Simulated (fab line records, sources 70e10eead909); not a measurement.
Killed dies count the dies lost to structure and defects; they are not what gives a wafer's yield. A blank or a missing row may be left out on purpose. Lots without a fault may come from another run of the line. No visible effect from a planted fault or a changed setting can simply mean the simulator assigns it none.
Chamber matching -- flow nand_harc -- NHARC_P_CONTACT_ETCH_36 on rie_diel-11: 4 sister chambers
The step etches the open film in N2/H2, target depth 260 nm, time 406.25 s. 8 wafers are shown with their chamber, then 8 later ones without.

## WAFERS WITH THEIR CHAMBER
wafer,chamber,drypump_motor_current_A (A),rf_vpp_V (V)
L119.1,3,6.0,429.8
L119.3,1,6.3,427.9
L129.2,0,5.4,434.7
L129.5,1,6.3,427.8
L130.2,3,5.9,428.9
L130.3,2,6.2,431.8
L130.4,0,5.4,433.3
L132.2,2,6.1,432.9

## WAFERS MISSING THEIR CHAMBER
wafer,drypump_motor_current_A (A),rf_vpp_V (V)
L132.3,5.4,433.8
L132.6,5.9,428.0
L133.2,5.4,434.0
L133.3,5.9,428.8
L133.5,6.3,429.1
L135.4,6.3,429.1
L135.5,5.9,429.5
L135.6,5.4,433.5

## WHICH CHAMBER EACH WENT THROUGH
wafer,from the rows above,in truth
L132.3,0,0
L132.6,3,3
L133.2,0,0
L133.3,3,3
L133.5,1,1
L135.4,1,1
L135.5,3,3
L135.6,0,0
Placed correctly: 8 of 8. Left unplaced by these rows: 0. Wrongly placed: 0.
How it was worked out, from the rows above alone: a wafer's distance from a chamber is the root of the sum, over the readings, of the square of ((its reading less the chamber's mean) divided by the reading's scatter). The wafer belongs to the nearest chamber; if the next one is less than 2 further off, it can't be placed. The mean given for a chamber averages the wafers shown for that chamber. The scatter: the root of (the sum of the squares of (reading less its chamber's mean) over the shown wafers, divided by (wafers less chambers)).
